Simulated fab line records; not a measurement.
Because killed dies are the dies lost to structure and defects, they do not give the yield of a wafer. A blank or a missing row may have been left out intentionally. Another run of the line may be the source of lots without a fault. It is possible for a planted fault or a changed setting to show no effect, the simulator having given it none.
Matching of chambers / flow n5Finfet / N5_BEOL_M4_ILD_DEP_00 on pecvd-03 has 3 sister chambers
The step deposits SiOC from DEMS/O2, target thk 79 nm, time 15.3 s. 22 wafers are shown with their chamber, then 11 later ones without.

EACH WAFER AND ITS CHAMBER
wafer=L074.1; chamber=0; throttleValvePct (%)=14.7; showerheadPlenumPTorr (Torr)=5.692; heaterPowerW (W)=506
wafer=L074.3; chamber=1; throttleValvePct (%)=12.4; showerheadPlenumPTorr (Torr)=5.715; heaterPowerW (W)=502
wafer=L074.5; chamber=1; throttleValvePct (%)=12.5; showerheadPlenumPTorr (Torr)=5.735; heaterPowerW (W)=517
wafer=L075.1; chamber=0; throttleValvePct (%)=14.5; showerheadPlenumPTorr (Torr)=5.685; heaterPowerW (W)=487
wafer=L075.4; chamber=1; throttleValvePct (%)=12.7; showerheadPlenumPTorr (Torr)=5.714; heaterPowerW (W)=500
wafer=L075.6; chamber=2; throttleValvePct (%)=10.8; showerheadPlenumPTorr (Torr)=5.716; heaterPowerW (W)=596
wafer=L076.2; chamber=1; throttleValvePct (%)=12.6; showerheadPlenumPTorr (Torr)=5.725; heaterPowerW (W)=515
wafer=L076.3; chamber=0; throttleValvePct (%)=14.2; showerheadPlenumPTorr (Torr)=5.691; heaterPowerW (W)=571
wafer=L076.6; chamber=1; throttleValvePct (%)=12.5; showerheadPlenumPTorr (Torr)=5.719; heaterPowerW (W)=528
wafer=L081.1; chamber=1; throttleValvePct (%)=12.7; showerheadPlenumPTorr (Torr)=5.718; heaterPowerW (W)=551
wafer=L081.4; chamber=1; throttleValvePct (%)=12.5; showerheadPlenumPTorr (Torr)=5.719; heaterPowerW (W)=570
wafer=L081.6; chamber=0; throttleValvePct (%)=14.4; showerheadPlenumPTorr (Torr)=5.699; heaterPowerW (W)=510
wafer=L079.2; chamber=2; throttleValvePct (%)=10.8; showerheadPlenumPTorr (Torr)=5.714; heaterPowerW (W)=672
wafer=L079.3; chamber=1; throttleValvePct (%)=12.7; showerheadPlenumPTorr (Torr)=5.717; heaterPowerW (W)=537
wafer=L079.5; chamber=2; throttleValvePct (%)=10.6; showerheadPlenumPTorr (Torr)=5.718; heaterPowerW (W)=662
wafer=L083.1; chamber=1; throttleValvePct (%)=12.7; showerheadPlenumPTorr (Torr)=5.724; heaterPowerW (W)=527
wafer=L083.2; chamber=0; throttleValvePct (%)=14.5; showerheadPlenumPTorr (Torr)=5.691; heaterPowerW (W)=590
wafer=L083.3; chamber=2; throttleValvePct (%)=11.0; showerheadPlenumPTorr (Torr)=5.707; heaterPowerW (W)=643
wafer=L084.3; chamber=2; throttleValvePct (%)=10.7; showerheadPlenumPTorr (Torr)=5.712; heaterPowerW (W)=592
wafer=L084.4; chamber=1; throttleValvePct (%)=12.5; showerheadPlenumPTorr (Torr)=5.720; heaterPowerW (W)=562
wafer=L084.6; chamber=0; throttleValvePct (%)=14.4; showerheadPlenumPTorr (Torr)=5.701; heaterPowerW (W)=563
wafer=L087.1; chamber=0; throttleValvePct (%)=14.6; showerheadPlenumPTorr (Torr)=5.689; heaterPowerW (W)=554

SIGNATURES (means of the wafers above)
reading=throttleValvePct; chamber 0=14.471; chamber 1=12.580; chamber 2=10.780; scatter within a chamber=0.137
reading=showerheadPlenumPTorr; chamber 0=5.69257; chamber 1=5.72060; chamber 2=5.71340; scatter within a chamber=0.00561
reading=heaterPowerW; chamber 0=540.14; chamber 1=530.90; chamber 2=633.00; scatter within a chamber=32.2
Rule: a wafer lies at a distance from a chamber equal to the root of the sum of squares, over the readings, of (its reading less the chamber's mean, divided by the reading's scatter). The wafer belongs to the nearest chamber; if the next one is less than 2 further off, it can't be placed. The scatter: take each reading less its chamber's mean, square it, sum over the shown wafers, divide by the number of wafers less the number of chambers, and take the root.

WAFERS MISSING THEIR CHAMBER
wafer=L087.4; throttleValvePct (%)=14.5; showerheadPlenumPTorr (Torr)=5.686; heaterPowerW (W)=581
wafer=L087.5; throttleValvePct (%)=10.7; showerheadPlenumPTorr (Torr)=5.720; heaterPowerW (W)=648
wafer=L086.1; throttleValvePct (%)=14.6; showerheadPlenumPTorr (Torr)=5.685; heaterPowerW (W)=550
wafer=L086.4; throttleValvePct (%)=12.6; showerheadPlenumPTorr (Torr)=5.710; heaterPowerW (W)=568
wafer=L086.5; throttleValvePct (%)=10.6; showerheadPlenumPTorr (Torr)=5.717; heaterPowerW (W)=637
wafer=L093.1; throttleValvePct (%)=14.4; showerheadPlenumPTorr (Torr)=5.691; heaterPowerW (W)=500
wafer=L093.3; throttleValvePct (%)=10.7; showerheadPlenumPTorr (Torr)=5.707; heaterPowerW (W)=650
wafer=L093.5; throttleValvePct (%)=10.8; showerheadPlenumPTorr (Torr)=5.732; heaterPowerW (W)=657
wafer=L097.1; throttleValvePct (%)=14.4; showerheadPlenumPTorr (Torr)=5.680; heaterPowerW (W)=573
wafer=L097.3; throttleValvePct (%)=12.6; showerheadPlenumPTorr (Torr)=5.701; heaterPowerW (W)=521
wafer=L097.4; throttleValvePct (%)=10.8; showerheadPlenumPTorr (Torr)=5.720; heaterPowerW (W)=556

EACH ONE'S CHAMBER
wafer=L087.4; from the rows above=0; in truth=0
wafer=L087.5; from the rows above=2; in truth=2
wafer=L086.1; from the rows above=0; in truth=0
wafer=L086.4; from the rows above=1; in truth=1
wafer=L086.5; from the rows above=2; in truth=2
wafer=L093.1; from the rows above=0; in truth=0
wafer=L093.3; from the rows above=2; in truth=2
wafer=L093.5; from the rows above=2; in truth=2
wafer=L097.1; from the rows above=0; in truth=0
wafer=L097.3; from the rows above=1; in truth=1
wafer=L097.4; from the rows above=2; in truth=2
Correct placement for 11 of the 11. Left unplaced by these rows: 0. Placed wrongly: 0.
